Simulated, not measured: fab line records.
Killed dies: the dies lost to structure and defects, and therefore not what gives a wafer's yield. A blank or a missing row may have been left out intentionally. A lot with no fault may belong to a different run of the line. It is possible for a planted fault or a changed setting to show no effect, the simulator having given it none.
fab line records	flow n5-finfet
record: lots: 6	wafers: 18	last-day: 18
route steps=1938 shown STI_FIN_REVEAL@186 DUMMY_GATE@212 BEOL_M4@1111 PASSIVATION@1936
lots with no fault: from the same line, run without faults
start-h: the number of hours between the record's first day and the start of the first shown wafer of the lot	wait-h: hours elapsed since this lot's preceding step	" same as the row above	L1.1+2: one row covering several wafers at once	- either no value or no given start	* or withheld: withheld	< > ~ a bound
route shown NAME@n: names a module that has steps shown in the file, with the first one's number in the route	usual: mean/standard deviation taken from wafers without a fault	same: alike in all rows	chamber/n: place in a boat	sites: the reading at each site	_std_site: standard deviation of those values	_edge_site: inner sites' mean taken away from outer sites' mean	radius-mm: for every site, how far away it sits from the centre of the wafer	mask NAME#n: copy n	behind: tool/chamber where the wafer was last shaped	hold: why the lot went on hold/how many hours it stayed there/how the hold came to an end	device: transistor that didn't switch, given as n, p or np	end of line: the same wafers' tests at the end of the route	step lacking rows: just its recipe	killed: dies lost to structure and defects at the first sort, not the wafer's yield	map: dies across one wafer; x = killed, . = not, _ = none there
set.NAME: the setting as run; set.NAME@STEP: as run at that earlier step	model.NAME: the simulator's own value behind a step, which no gauge read
a table for each step, a row for each wafer; lots at some steps of the route
services: when a tool's chamber went out of use (start-h, in hours from the record's first day, below 0 if earlier), for how many hours, and the reason
== steps ==
step: N5_STI_FIN_REVEAL_DENSIFY_02
recipe: temp-c: 650	ambient: steam	time-s: 1800	idle-temp-c: 400	densification-p-h2o-torr: 640
step: N5_STI_FIN_REVEAL_CMP_04
recipe: stop-on: Si3N4	t-overpolish-s: 4	down-force-psi: 2	platen-rpm: 54.18	post-cmp-clean: alkaline-brush	pad-velocity-m-s: 1.078	target-thk-nm: 131.83
usual: motor-current-A: 8.2/0.86	overpolish-run-s: 4.000/0.0087	pad-life-wafers: 762/620	time-to-endpoint-s: 105/4.7
lot.wafer	tool	chamber	start-h	wait-h	motor-current-A	overpolish-run-s	pad-life-wafers	time-to-endpoint-s
L249.2	cmp-03	0	40.00	0.1	7.8	4.007	1387	107
L249.4	"	1	"	"	10.1	4.003	1388	103
L249.6	"	0	"	"	8.0	3.980	-	104
L255.2	cmp-01	3	76.68	0.1	8.1	4.003	277	92
L255.4	"	0	"	"	8.3	3.999	278	94
L255.5	"	3	"	"	8.4	4.000	-	95
L261.3	cmp-01	2	112.07	0.1	7.4	3.977	584	113
L261.2	"	3	"	"	8.1	3.998	585	105
L261.6	"	0	"	"	8.1	3.994	-	104
L262.2	cmp-03	2	119.74	0.2	7.0	4.009	2138	113
L262.4	"	3	"	"	8.2	4.009	2139	103
L262.5	"	0	"	"	7.3	3.995	-	107
L264.1	cmp-01	2	131.83	0.1	7.6	4.010	823	109
L264.3	"	0	"	"	8.5	4.000	825	99
L264.5	"	2	"	"	7.5	4.011	-	104
L271.1	cmp-01	2	171.40	0.0	7.1	3.985	1164	111
L271.4	"	1	"	"	9.1	3.985	1167	105
L271.6	"	3	"	"	8.1	4.002	-	103
step: N5_STI_FIN_REVEAL_THK_MEAS_05
usual: thk-nm: 131.8/1.1
lot.wafer	tool	chamber	start-h	wait-h	thk-nm
L249.2	film-metro-01	-	40.26	-	131.0
L249.4	"	-	"	"	130.9
L249.6	"	-	"	"	130.9
L255.2	film-metro-02	-	76.93	-	129.7
L255.4	"	-	"	"	129.5
L255.5	"	-	"	"	129.6
L261.2	film-metro-01	-	112.29	-	130.8
L261.3	"	-	"	"	132.7
L261.6	"	-	"	"	130.2
L262.2	film-metro-01	-	119.96	-	132.5
L262.4	"	-	"	"	131.6
L262.5	"	-	"	"	132.9
L264.1	film-metro-01	-	132.08	-	133.5
L264.3	"	-	"	"	128.9
L264.5	"	-	"	"	132.3
L271.1	film-metro-02	-	171.70	-	133.6
L271.4	"	-	"	"	131.2
L271.6	"	-	"	"	130.7
step: N5_STI_FIN_REVEAL_DENSIFY_30
recipe: temp-c: *	time-s: *	ambient: N2	idle-temp-c: 600	ramp-up-c-per-s: 150	ramp-down-c-per-s: 60	cool-to-c: 600
usual: lamp-power-pct: 11.53/0.054	wafer_temp_C_max: *
lot.wafer	tool	chamber	start-h	wait-h	lamp-power-pct	wafer_temp_C_max
L249.2	rtp-anneal-01	0	40.32	0.1	11.56	*
L249.4	"	0	"	"	11.56	*
L249.6	"	0	"	"	11.57	*
L255.2	rtp-anneal-01	0	76.99	0.1	11.50	*
L255.4	"	0	"	"	11.57	*
L255.5	"	0	"	"	11.50	*
L261.2	rtp-anneal-01	0	112.47	0.2	11.55	*
L261.3	"	0	"	"	11.53	*
L261.6	"	0	"	"	11.54	*
L262.2	rtp-anneal-01	0	120.16	0.2	11.63	*
L262.4	"	0	"	"	11.41	*
L262.5	"	0	"	"	11.44	*
L264.1	rtp-anneal-02	0	132.11	0.0	11.58	*
L264.3	"	0	"	"	11.55	*
L264.5	"	0	"	"	11.56	*
L271.1	rtp-anneal-02	0	171.72	0.0	11.62	*
L271.4	"	0	"	"	11.52	*
L271.6	"	0	"	"	11.54	*
step: N5_STI_FIN_REVEAL_ETCHBACK_08
recipe: chemistry: C4F6/O2	target: SiO2	target-depth-a: 305	time-s: 10.167	ion-energy-ev: 250	pressure-mtorr: 30	source-w: 345	bias-w: 185	Ar_flow_sccm: 300	C4F6_flow_sccm: 10	O2_flow_sccm: 10
step: N5_STI_FIN_REVEAL_STRIP_24
recipe: chemistry: N2/H2	time-s: 90	power-w: 100	temp-c: 40	pressure-mtorr: 100	rf-frequency-hz: 6e+07	bias-power-w: 3	n2-flow-sccm: 300	h2-flow-sccm: 300
usual: drypump-motor-current-A: 5.7/0.43	oes-product-au: 0.82/0.072	rf-vpp-V: 45.3/0.9	showerhead-plenum-p-Torr: 3.35/0.1	throttle-valve-pct: 12.12/0.22
lot.wafer	tool	chamber	start-h	wait-h	drypump-motor-current-A	oes-product-au	rf-hours-counter-h	rf-vpp-V	showerhead-plenum-p-Torr	throttle-valve-pct
L249.2	rie-diel-04	2	40.63	0.0	4.7	0.98	3	45.5	3.45	11.75
L249.4	"	1	"	"	5.4	0.80	-	44.7	3.29	12.28
L249.6	"	2	"	"	4.7	0.98	-	45.6	3.45	11.76
L255.2	rie-diel-02	2	77.37	0.0	5.7	0.97	5	44.8	3.34	12.31
L255.4	"	1	"	"	6.1	0.80	101	46.0	3.25	12.07
L255.5	"	2	"	"	5.7	0.98	-	45.1	3.34	12.32
L261.2	rie-diel-01	2	112.71	0.0	5.6	0.81	97	44.9	3.42	12.24
L261.3	"	0	"	"	6.2	0.87	36	45.5	3.29	11.99
L261.6	"	2	"	"	5.6	0.81	-	44.9	3.42	12.24
L262.2	rie-diel-02	2	120.42	0.0	5.7	0.93	25	45.1	3.33	12.36
L262.4	"	3	"	"	5.9	0.79	113	45.2	3.54	11.89
L262.5	"	3	"	"	5.9	0.78	-	45.4	3.54	11.89
L264.1	rie-diel-02	3	132.36	0.0	5.9	0.78	118	45.8	3.54	11.89
L264.3	"	1	"	"	6.2	0.78	125	46.0	3.24	12.15
L264.5	"	3	"	"	5.9	0.77	-	43.9	3.54	11.90
L271.1	rie-diel-04	0	171.97	0.0	6.2	0.88	32	43.4	3.29	11.97
L271.4	"	2	"	"	4.8	0.89	38	44.6	3.43	11.84
L271.6	"	0	"	"	6.2	0.88	-	46.0	3.29	11.95
step: N5_STI_FIN_REVEAL_PRECLEAN_25
recipe: chemistry: SPM	time-s: 90	temp-c: 120	mix: 4:1
step: N5_STI_FIN_REVEAL_PRECLEAN_26
recipe: chemistry: SC1	time-s: 45	temp-c: 46	mix: 1:2:100
step: N5_STI_FIN_REVEAL_PRECLEAN_29
recipe: chemistry: DHF	time-s: 30	temp-c: 25	dilution: 300:1
step: N5_STI_FIN_REVEAL_SRD_12
recipe: time-s: 30	temp-c: 23	rinse-liquid: diw	dry: ipa-marangoni
step: N5_STI_FIN_REVEAL_RECESS_09
recipe: chemistry: HF/NH3	target: SiO2	afs-cycles: 11	target-depth-a: 425	temp-c: 30	sublimation-temp-c: 180	sublimation-time-s: 60
step: N5_STI_FIN_REVEAL_STRIP_16
recipe: chemistry: H3PO4	material: SiNx	temp-c: 165	target-depth-a: 238	overetch-fraction: 0.4964	dry: ipa-marangoni
step: N5_STI_FIN_REVEAL_PRECLEAN_17
recipe: chemistry: NF3:NH3	afs-cycles: 1	temp-c: 30	time-s: 20	sublimation-temp-c: 180	sublimation-time-s: 60	pressure-torr: 3	rf-power-w: 30
lot.wafer	tool	chamber	start-h	wait-h
L249.2+4+6	remote-plasma-01	1	42.76	0.1
L255.2+4+5	remote-plasma-02	1	79.52	0.1
L261.2+3+6	remote-plasma-02	0	114.84	0.1
L262.2+4+5	remote-plasma-02	0	124.14	0.1
L264.1+3+5	remote-plasma-01	0	134.46	0.0
L271.1+4+6	remote-plasma-01	0	174.08	0.0
step: N5_STI_FIN_REVEAL_ETCH_34
recipe: chemistry: H2	mode: isotropic	material: Si	target: Si	target-depth-a: 9.7	temp-c: 20	pressure-mtorr: 4.5	icp-w: 300	bias-w: 0	h2-flow-sccm: 7.5	he-flow-sccm: 142.5
usual: drypump-motor-current-A: 5.7/0.48	oes-product-au: 1.001/0.018	throttle-valve-pct: 25.4/0.5
same: bias-w: 0
lot.wafer	tool	chamber	start-h	wait-h	drypump-motor-current-A	oes-product-au	rf-hours-counter-h	throttle-valve-pct
L249.2	rie-si-06	1	42.93	0.1	5.1	1.007	12	25.6
L249.4	"	1	"	"	5.1	1.013	-	25.6
L249.6	"	2	"	"	5.0	1.010	-	26.4
L255.2	rie-si-04	1	79.69	0.1	6.1	1.005	15	25.7
L255.4	"	2	"	"	5.3	0.989	10	24.8
L255.5	"	1	"	"	6.1	1.003	-	25.7
L261.2	rie-si-04	1	115.03	0.2	6.1	1.003	16	25.7
L261.3	"	0	"	"	5.7	0.963	28	25.8
L261.6	"	3	"	"	5.5	0.992	-	25.0
L262.2	rie-si-06	2	124.32	0.1	5.0	1.014	32	26.4
L262.4	"	3	"	"	6.1	1.012	31	25.5
L262.5	"	0	"	"	6.6	0.981	-	25.6
L264.1	rie-si-05	0	134.67	0.2	6.1	0.964	177	26.0
L264.3	"	3	"	"	6.0	1.001	169	25.7
L264.5	"	3	"	"	6.0	1.003	-	25.6
L271.1	rie-si-05	2	174.30	0.2	5.3	1.007	47	24.9
L271.4	"	3	"	"	6.0	1.004	169	25.7
L271.6	"	3	"	"	6.0	1.015	-	25.6
step: N5_STI_FIN_REVEAL_OXIDATION_31
recipe: chemistry: O2_PLASMA_REMOTE	temp-c: 150	time-s: 20	pressure-mtorr: 1000	source-power-w: 2000	o2-flow-sccm: 3000
step: N5_STI_FIN_REVEAL_PRECLEAN_32
recipe: chemistry: NF3:NH3	afs-cycles: 1	temp-c: 30	time-s: 20	sublimation-temp-c: 180	sublimation-time-s: 60	pressure-torr: 3	rf-power-w: 30
step: N5_STI_FIN_REVEAL_STRIP_35
recipe: chemistry: H3PO4	material: Si3N4	temp-c: 165	target-depth-a: 40	time-s: 39
step: N5_STI_FIN_REVEAL_SRD_21
recipe: dry: ipa-marangoni	time-s: 30	temp-c: 23	rinse-liquid: diw
step: N5_STI_FIN_REVEAL_OXIDATION_33
recipe: chemistry: O2_PLASMA_REMOTE	temp-c: 150	time-s: 20	pressure-mtorr: 1000	source-power-w: 2000	o2-flow-sccm: 3000
usual: drypump-motor-current-A: 5.4/0.56	heater-power-w: 151/13
lot.wafer	tool	chamber	start-h	wait-h	drypump-motor-current-A	heater-power-w	rf-hours-counter-h
L249.2	plasma-asher-02	0	43.34	0.0	5.1	168	80
L249.4	"	1	"	"	5.9	157	-
L249.6	"	1	"	"	5.9	158	-
L255.2	plasma-asher-01	1	80.11	0.0	4.7	139	33
L255.4	"	0	"	"	6.0	135	-
L255.5	"	0	"	"	6.0	136	-
L261.2	plasma-asher-01	1	115.45	0.0	4.7	145	41
L261.3	"	1	"	"	4.7	145	-
L261.6	"	0	"	"	6.0	137	-
L262.2	plasma-asher-01	0	124.73	0.0	6.0	136	42
L262.4	"	0	"	"	6.0	134	-
L262.5	"	0	"	"	6.0	134	-
L264.1	plasma-asher-01	0	135.08	0.0	6.0	137	44
L264.3	"	1	"	"	4.7	146	-
L264.5	"	1	"	"	4.7	143	-
L271.1	plasma-asher-02	0	174.72	0.0	5.1	173	109
L271.4	"	0	"	"	5.1	173	-
L271.6	"	0	"	"	5.1	173	-
step: N5_STI_FIN_REVEAL_CLEAN_19
recipe: chemistry: O3/DIW	temp-c: 25	time-s: 120	o3-ppm: 10
step: N5_STI_FIN_REVEAL_SRD_23
recipe: dry: ipa-marangoni	time-s: 30	temp-c: 23	rinse-liquid: diw
step: N5_STI_FIN_REVEAL_CD_MEAS_22
recipe: target-cd-nm: 6.238	pitch-nm: 28	polarity: line
usual: cd-nm: 6.25/0.28
lot.wafer	tool	chamber	start-h	wait-h	cd-nm
L249.2	cd-sem-01	-	43.51	0.0	5.91
L249.4	"	-	"	"	6.30
L249.6	"	-	"	"	6.76
L255.2	cd-sem-01	-	80.28	0.0	6.08
L255.4	"	-	"	"	5.92
L255.5	"	-	"	"	6.10
L261.2	cd-sem-02	-	115.61	0.0	6.47
L261.3	"	-	"	"	6.49
L261.6	"	-	"	"	6.02
L262.2	cd-sem-02	-	124.89	0.0	6.23
L262.4	"	-	"	"	6.18
L262.5	"	-	"	"	5.96
L264.1	cd-sem-03	-	135.24	0.0	5.85
L264.3	"	-	"	"	6.29
L264.5	"	-	"	"	6.15
L271.1	cd-sem-01	-	174.88	0.0	6.70
L271.4	"	-	"	"	6.02
L271.6	"	-	"	"	6.11
step: N5_STI_FIN_REVEAL_FIN_H_MEAS_10
usual: trench-depth-nm: 52.1/0.62
lot.wafer	tool	chamber	start-h	wait-h	trench-depth-nm
L249.2	ocd-02	-	43.54	0.0	51.8
L249.4	"	-	"	"	51.7
L249.6	"	-	"	"	52.1
L255.2	ocd-01	-	80.31	0.0	52.1
L255.4	"	-	"	"	51.8
L255.5	"	-	"	"	52.1
L261.2	ocd-01	-	115.64	0.0	52.5
L261.3	"	-	"	"	52.2
L261.6	"	-	"	"	52.6
L262.2	ocd-02	-	124.92	0.0	53.1
L262.4	"	-	"	"	52.0
L262.5	"	-	"	"	52.2
L264.1	ocd-01	-	135.27	0.0	52.3
L264.3	"	-	"	"	51.8
L264.5	"	-	"	"	52.2
L271.1	ocd-02	-	174.92	0.0	52.2
L271.4	"	-	"	"	51.6
L271.6	"	-	"	"	51.7
step: N5_STI_FIN_REVEAL_PRECLEAN_18
recipe: chemistry: SC2	time-s: 45	temp-c: 35	mix: 1:1:50
step: N5_STI_FIN_REVEAL_SRD_28
recipe: dry: ipa-marangoni	time-s: 30	temp-c: 23	rinse-liquid: diw
step: N5_STI_FIN_REVEAL_INSPECT_13
recipe: inspect-instrument: darkfield	mode: post-clean
usual: raw-defect-count: 11/4.8
lot.wafer	tool	chamber	start-h	wait-h	raw-defect-count
L249.2	defect-inspect-02	-	43.63	0.0	4
L249.4	"	-	"	"	5
L249.6	"	-	"	"	10
L255.2	defect-inspect-01	-	80.40	0.0	2
L255.4	"	-	"	"	11
L255.5	"	-	"	"	5
L261.2	defect-inspect-01	-	115.73	0.0	667
L261.3	"	-	"	"	649
L261.6	"	-	"	"	633
L262.2	defect-inspect-01	-	125.01	0.0	634
L262.4	"	-	"	"	627
L262.5	"	-	"	"	659
L264.1	defect-inspect-01	-	135.36	0.0	12
L264.3	"	-	"	"	7
L264.5	"	-	"	"	8
L271.1	defect-inspect-01	-	175.00	0.0	4
L271.4	"	-	"	"	13
L271.6	"	-	"	"	16
step: N5_DUMMY_GATE_PRECLEAN_00
recipe: chemistry: O3/DIW	time-s: 60	temp-c: 22	o3-ppm: 10
step: N5_BEOL_M4_RC_MEAS_101
usual: DIBL_N: 36.0/2	DIBL_P: 36.2/2.2	IOFF_N: 0.16/0.034	IOFF_P: 0.21/0.04	ION_N: 675/12	ION_P: 463/7.2	SS_N: 71.6/0.6	SS_P: 73.3/0.67	VT_N: 250/3	VT_P: -251/3.4
lot.wafer	tool	chamber	start-h	wait-h	DIBL_N[mV/V]	DIBL_P[mV/V]	IOFF_N[nA/um]	IOFF_P[nA/um]	ION_N[uA/um]	ION_P[uA/um]	SS_N[mV/dec]	SS_P[mV/dec]	VT_N[mV]	VT_P[mV]
L249.2	prober-01	0	178.76	0.2	34.6	34.8	0.15	0.20	684	464	70.9	73.5	251	-249
L249.4	"	0	"	"	35.3	35.7	0.15	0.21	678	462	71.7	73.5	252	-247
L249.6	"	0	"	"	35.3	36.3	0.16	0.21	678	464	71.3	73.9	251	-250
L255.2	prober-01	0	217.83	0.2	35.2	36.0	0.18	0.23	690	472	72.1	72.8	243	-248
L255.4	"	0	"	"	31.9	32.0	0.11	0.17	665	459	70.5	72.5	255	-253
L255.5	"	0	"	"	34.9	35.7	0.16	0.22	677	468	70.7	72.6	250	-247
L261.2	prober-01	0	249.96	0.2	36.4	38.3	0.19	0.25	688	469	72.0	73.2	247	-248
L261.3	"	0	"	"	35.9	37.2	0.17	0.23	676	468	71.1	72.7	250	-248
L261.6	"	0	"	"	35.6	37.1	0.17	0.23	680	470	71.5	73.5	247	-246
L262.2	prober-02	0	269.01	0.2	33.2	33.3	0.11	0.18	672	471	71.9	72.3	255	-252
L262.4	"	0	"	"	33.6	34.0	0.11	0.18	659	464	70.6	72.9	254	-250
L262.5	"	0	"	"	34.7	34.8	0.13	0.19	663	464	71.6	73.6	253	-254
L264.1	prober-01	0	269.45	0.0	36.9	36.5	0.16	0.23	674	466	71.4	73.1	249	-247
L264.3	"	0	"	"	36.6	35.6	0.17	0.22	681	469	72.0	72.8	247	-246
L264.5	"	0	"	"	34.9	35.4	0.14	0.22	677	467	71.0	72.6	250	-247
L271.1	prober-01	0	316.99	0.0	34.8	34.2	0.13	0.17	674	461	71.5	73.4	254	-253
L271.4	"	0	"	"	34.8	34.1	0.13	0.18	665	458	71.5	73.5	253	-253
L271.6	"	0	"	"	36.5	36.2	0.16	0.20	680	463	71.9	74.2	252	-252
step: N5_PASSIVATION_PROBE_49
usual: defect-limited-yield: 91.5/1.5	killed_at_M0_to_M3: 33/10	killed_at_M4_up: 15/6.4	killed-at-contacts: 12/5.4	killed-at-front-end: 38/9.8	killed-at-other: 4/3.1	killed-dies: 101/18	killed-on-rim: 13/3.9	killed-open: 67/14	killed-short: 33/7.9	sort_bin_5_function: 5.0/1	sort_bin_6_memory: 3.2/0.67	sort-n-pass: 1079/18	sort-yield-pct: 91.5/1.5
same: gross-dies: 1180	killed-at-back-side: 0	sort_bin_4_leakage[%]: 0	sort_bin_8_speed[%]: 0
lot.wafer	tool	chamber	start-h	wait-h	defect-limited-yield[%]	killed_at_M0_to_M3	killed_at_M4_up	killed-at-contacts	killed-at-front-end	killed-at-other	killed-dies	killed-on-rim	killed-open	killed-short	sort_bin_5_function[%]	sort_bin_6_memory[%]	sort-n-pass	sort-yield-pct[%]
L249.2	prober-02	-	296.04	0.1	93.2	17	16	16	24	7	80	10	50	30	3.4	3.2	1100	93.2
L249.4	prober-02	-	296.14	0.2	92.3	26	7	10	45	3	91	12	52	37	4.3	3.1	1089	92.3
L249.6	prober-02	-	296.24	0.3	93.2	24	17	13	24	2	80	10	55	22	4.1	2.3	1100	93.2
L261.2	prober-01	-	388.37	0.1	85.8	30	8	7	119	3	167	29	46	23	9.9	2.3	1013	85.8
L261.3	prober-01	-	388.42	0.1	86.6	21	8	4	121	4	158	21	47	15	8.1	3.1	1022	86.6
L261.6	prober-01	-	388.57	0.3	85.9	30	14	13	108	1	166	21	51	26	8.9	3.0	1014	85.9
L262.2	prober-02	-	389.02	0.1	84.2	29	12	13	127	5	186	27	61	33	9.6	3.9	994	84.2
L262.4	prober-02	-	389.12	0.2	84.2	43	19	5	118	1	186	28	67	28	9.2	3.8	994	84.2
L262.5	prober-02	-	389.17	0.2	81.1	52	26	7	137	1	223	30	87	43	12.6	4.0	957	81.1
L264.1	prober-02	-	399.40	0.0	90.3	33	23	14	41	3	114	12	77	37	6.1	3.5	1066	90.3
L264.3	prober-02	-	399.50	0.1	91.7	38	11	15	33	1	98	12	66	31	5.0	2.7	1082	91.7
L264.5	prober-02	-	399.60	0.2	90.4	38	14	29	30	2	113	13	68	44	5.9	3.1	1067	90.4
killed by level:class
L249.2 MOL_CONTACT_COAG:geometric-particle:open=10 BEOL_M4:geometric-particle:open=9 FIN_SAQP:geometric-particle:open=8 BEOL_M0_SAQP:geometric-particle:short=8 MOL_CONTACT_COAG:geometric-particle:short=6 PAD_METAL:geometric-particle:short=4 FIN_SAQP:geometric-particle:short=3 STI_FIN_REVEAL:geometric-particle:open=3
L249.4 MOL_CONTACT_COAG:geometric-particle:open=9 BEOL_M0_SAQP:geometric-particle:short=8 FIN_SAQP:geometric-particle:short=7 FIN_SAQP:geometric-particle:open=6 ILD0:geometric-particle:open=6 ILD0:geometric-particle:short=6 BEOL_M0_SAQP:geometric-particle:open=6 BEOL_M2:geometric-particle:short=5
L249.6 MOL_CONTACT_COAG:geometric-particle:open=11 BEOL_M4:geometric-particle:open=11 BEOL_M0_SAQP:geometric-particle:short=8 FIN_SAQP:geometric-particle:open=7 BEOL_M0_SAQP:geometric-particle:open=7 BEOL_M1:geometric-particle:open=4 FIN_SAQP:geometric-particle:short=3 BEOL_M5:geometric-particle:open=3
L261.2 STI_FIN_REVEAL:unspecified=96 BEOL_M3:geometric-particle:open=10 STI_FIN_REVEAL:geometric-particle:open=7 BEOL_M2:geometric-particle:open=6 FIN_SAQP:geometric-particle:short=5 MOL_CONTACT_COAG:geometric-particle:open=5 BEOL_M0_SAQP:geometric-particle:short=4 BEOL_M0_SAQP:geometric-particle:open=3
L261.3 STI_FIN_REVEAL:unspecified=93 BEOL_M0_SAQP:geometric-particle:open=7 FIN_SAQP:geometric-particle:short=6 FIN_SAQP:geometric-particle:open=5 BEOL_M3:geometric-particle:open=5 ILD0:geometric-particle:open=4 MOL_CONTACT_COAG:geometric-particle:open=4 STARTING-WAFER:geometric-particle:open=4
L261.6 STI_FIN_REVEAL:unspecified=89 MOL_CONTACT_COAG:geometric-particle:open=11 BEOL_M4:geometric-particle:open=10 BEOL_M3:geometric-particle:open=7 BEOL_M0_SAQP:geometric-particle:short=6 GATE_CUT:geometric-particle:short=5 BEOL_M0_SAQP:geometric-particle:open=5 ILD0:geometric-particle:open=4
L262.2 STI_FIN_REVEAL:unspecified=91 MOL_CONTACT_COAG:geometric-particle:open=10 BEOL_M0_SAQP:geometric-particle:open=9 STI_FIN_REVEAL:geometric-particle:open=8 BEOL_M3:geometric-particle:open=8 BEOL_M4:geometric-particle:open=8 GATE_CUT:geometric-particle:short=5 DUMMY_GATE:geometric-particle:open=3
L262.4 STI_FIN_REVEAL:unspecified=91 BEOL_M2:geometric-particle:open=12 BEOL_M4:geometric-particle:open=12 BEOL_M0_SAQP:geometric-particle:short=10 BEOL_M0_SAQP:geometric-particle:open=7 BEOL_M3:geometric-particle:open=6 FIN_SAQP:geometric-particle:open=5 FIN_SAQP:geometric-particle:short=5
L262.5 STI_FIN_REVEAL:unspecified=92 FIN_SAQP:geometric-particle:open=13 BEOL_M2:geometric-particle:open=13 FIN_SAQP:geometric-particle:short=11 BEOL_M3:geometric-particle:open=11 BEOL_M4:geometric-particle:open=11 BEOL_M0_SAQP:geometric-particle:short=9 BEOL_M5:geometric-particle:open=7
L264.1 FIN_SAQP:geometric-particle:open=12 MOL_CONTACT_COAG:geometric-particle:open=10 BEOL_M0_SAQP:geometric-particle:short=8 BEOL_M1:geometric-particle:open=8 FIN_SAQP:geometric-particle:short=7 STI_FIN_REVEAL:geometric-particle:open=7 BEOL_M0_SAQP:geometric-particle:open=7 BEOL_M4:geometric-particle:short=5
L264.3 MOL_CONTACT_COAG:geometric-particle:open=12 FIN_SAQP:geometric-particle:short=10 BEOL_M0_SAQP:geometric-particle:short=9 BEOL_M0_SAQP:geometric-particle:open=8 BEOL_M2:geometric-particle:open=8 BEOL_M3:geometric-particle:open=6 FIN_SAQP:geometric-particle:open=5 STI_FIN_REVEAL:geometric-particle:open=5
L264.5 MOL_CONTACT_COAG:geometric-particle:open=19 BEOL_M0_SAQP:geometric-particle:open=12 BEOL_M0_SAQP:geometric-particle:short=11 MOL_CONTACT_COAG:geometric-particle:short=10 STI_FIN_REVEAL:geometric-particle:open=8 BEOL_M1:geometric-particle:open=6 BEOL_M4:geometric-particle:short=5 STARTING-WAFER:geometric-particle:short=5
map L261.2 (x killed, . not)
_________________x..x..x.....________________
______________.................._____________
___________....x..........x.x......__________
__________.........................._________
________.........x.....x.............._______
_______.........x......................______
______.................................._____
_____......x....................xx.......____
____....x.x...............................___
___.......................x................__
___...x...................................x__
__x........................................._
__xx.xx................x........x..........x_
_xxxx.x.xx...................................
_xxxxxxxxx...............x.............x.x...
_xxxxxxxxxxxx................................
_xxxxxxxxxx.x...................x............
_xxxxxxxxx...........x.x...........x.x.......
_xxxxxxxxxx............x........x............
_xxxxxxxxx.x..............x.................x
_xxxxxxxxxx.x......x....x.....xx...........x.
__xxxxxxxx..x..............................._
__xxxxxx....................x..............._
___x.......x.x.....................x.......__
___xx..x.x.....x.................x.........__
____..x.........x.x...........x...........___
_____...x.........................x......____
______.....................x..x........._____
_______..................x..x..........______
________.......x...................xx._______
__________.........x................_________
___________....x........x.x........__________
______________.........x........_____________
_________________.x.....x....________________
map L262.5 (x killed, . not)
_________________............________________
______________......x..........._____________
___________.................x.xxx..__________
__________............x............._________
________x....x..............x...x....._______
_______......x....x.............x...xx.______
______...........x........x............._____
_____x...........x..............x......x.____
____.........................x....xxx...x.___
___......x.x......x......x......x.x........__
___...x....x..x........x........x..........__
__..x...............x...x..................._
__xxxxx..............................x......_
_.xxxxxx...x.x..........x...xx...........x...
_xxxxxxx.x................x............x.....
_xxxxxxxx.x.x.x...........xx.x..........x...x
_xxxxxxxxxx....................x..........x..
_xxxxxxxxx...........x.......................
_xxxxxxxxxxx............xx............x...x..
_xxxxxxxxxx.....x...x.........x.x.x.......x..
_xxxxxxxxx........xx...x...........x..x.x....
__xxxxxxxx.x.........x...................x.._
__xxxx.x.........x....x...............x....._
___..x.........x.....x...............x..x.x__
___.........x...........x.......x..........__
____..x..x.x.x.x....xx.xxx....x...x.......___
_____.xx......x.x.........x..........x...____
______..x.x............xx....x.......x.._____
_______........x..................xx..x______
________......xx.....................x_______
__________.......x..............x..x_________
___________..x.......xx....x...x...__________
______________........x....x...._____________
_________________.....x.x....________________
== services ==
tool	chamber	start-h	hours	kind
cmp-03	-	21.72	0.7	repair
rtp-anneal-01	-	28.38	2.8	pm
rie-si-06	0	37.17	6.6	repair
cmp-01	-	40.00	4.0	pm
plasma-asher-02	-	40.94	0.8	repair
plasma-asher-01	-	42.19	14.6	pm
cmp-01	-	44.00	-	consumable-replace:conditioner
cmp-01	-	44.00	-	consumable-replace:pad
rie-diel-04	3	58.26	5.1	repair
rie-diel-01	0	61.42	4.9	repair
rie-diel-02	-	63.20	0.4	repair
rie-si-06	-	70.69	2.8	pm
plasma-asher-01	-	74.45	2.8	pm
rie-diel-04	2	85.92	7.1	repair
rie-si-04	3	86.45	2.3	repair
rie-diel-01	0	90.34	2.5	repair
rie-diel-04	-	93.97	28.1	pm
cmp-03	-	120.08	4.0	pm
rie-diel-01	3	123.27	6.5	repair
rie-diel-02	0	128.23	12.0	repair
rie-diel-04	-	131.45	0.3	repair
cmp-03	-	141.99	5.0	pm
rtp-anneal-02	-	144.60	0.8	pm
plasma-asher-02	-	160.25	2.5	repair
== key ==
first-sign: step: N5_STI_FIN_REVEAL_INSPECT_13	reading: raw-defect-count	direction: up	sigmas: 99+	usual: 11	struck: 645
effect: step: N5_PASSIVATION_PROBE_49	reading: killed-at-front-end	direction: up	sigmas: 8.5	usual: 38	struck: 122
more-kills-born-at: N5_STI_FIN_REVEAL_PRECLEAN_17@remote-plasma-02: 552
met-at N5_STI_FIN_REVEAL_PRECLEAN_17
struck-wafers L261.2,L261.3,L261.6,L262.2,L262.4,L262.5
onset-between 79.52 114.84
also-fits N5_STI_FIN_REVEAL_DENSIFY_30:rtp-anneal-01
fault: kind: chamber-particle-source	tool: remote-plasma-02	chamber: -	onset-h: 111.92	steps: N5_STI_FIN_REVEAL_PRECLEAN_17	rate-per-visit-cm2: 1.009	end-h: 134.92
